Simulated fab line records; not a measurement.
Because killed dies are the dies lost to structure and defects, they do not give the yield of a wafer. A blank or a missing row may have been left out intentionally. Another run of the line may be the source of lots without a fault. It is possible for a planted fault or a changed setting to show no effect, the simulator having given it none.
Matching of chambers / flow nand-harc / NHARC_A_CHANNEL_FILL_D1_ALD_14 on ald-hk-01 has 4 sister chambers
The step deposits SiO2, target thk 2.5 nm, pulse time 10 s, ald cycles 25. 8 wafers are shown with their chamber, then 9 later ones without.

== EACH WAFER AND ITS CHAMBER ==
wafer=L083.3; chamber=1; heater-power-outer-w (W)=266; heater-power-w (W)=479
wafer=L085.1; chamber=3; heater-power-outer-w (W)=228; heater-power-w (W)=412
wafer=L085.5; chamber=1; heater-power-outer-w (W)=269; heater-power-w (W)=474
wafer=L086.3; chamber=3; heater-power-outer-w (W)=222; heater-power-w (W)=416
wafer=L086.5; chamber=2; heater-power-outer-w (W)=279; heater-power-w (W)=481
wafer=L087.3; chamber=2; heater-power-outer-w (W)=287; heater-power-w (W)=491
wafer=L087.4; chamber=0; heater-power-outer-w (W)=262; heater-power-w (W)=470
wafer=L087.5; chamber=0; heater-power-outer-w (W)=262; heater-power-w (W)=470

== WAFERS MISSING THEIR CHAMBER ==
wafer=L087.1; heater-power-outer-w (W)=270; heater-power-w (W)=473
wafer=L087.2; heater-power-outer-w (W)=226; heater-power-w (W)=423
wafer=L087.6; heater-power-outer-w (W)=261; heater-power-w (W)=480
wafer=L088.1; heater-power-outer-w (W)=228; heater-power-w (W)=416
wafer=L088.5; heater-power-outer-w (W)=272; heater-power-w (W)=490
wafer=L088.6; heater-power-outer-w (W)=277; heater-power-w (W)=475
wafer=L094.2; heater-power-outer-w (W)=281; heater-power-w (W)=488
wafer=L094.4; heater-power-outer-w (W)=272; heater-power-w (W)=478
wafer=L094.5; heater-power-outer-w (W)=274; heater-power-w (W)=476

== EACH ONE'S CHAMBER ==
wafer=L087.1; from the rows above=can't be placed: 1 or 0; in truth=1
wafer=L087.2; from the rows above=3; in truth=3
wafer=L087.6; from the rows above=can't be placed: 1 or 0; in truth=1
wafer=L088.1; from the rows above=3; in truth=3
wafer=L088.5; from the rows above=can't be placed: 2 or 1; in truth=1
wafer=L088.6; from the rows above=can't be placed: 1 or 2 or 0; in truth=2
wafer=L094.2; from the rows above=2; in truth=2
wafer=L094.4; from the rows above=1; in truth=1
wafer=L094.5; from the rows above=can't be placed: 1 or 2 or 0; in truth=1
Placed correctly: 4 of 9. These rows do not allow placing 5 (true chamber among the candidates in 5). Number placed wrongly: 0.
How it was worked out, from the rows above alone: a wafer's distance from a chamber is the root of the sum, over the readings, of the square of ((its reading less the chamber's mean) divided by the reading's scatter). If the next closest chamber is less than 2 further off than the closest, the wafer can't be placed; otherwise it belongs to the closest. The mean given for a chamber averages the wafers shown for that chamber. How the scatter is found: for the shown wafers, subtract from each reading the mean of its chamber, square and add these, divide the total by (wafers less chambers), then take the root.
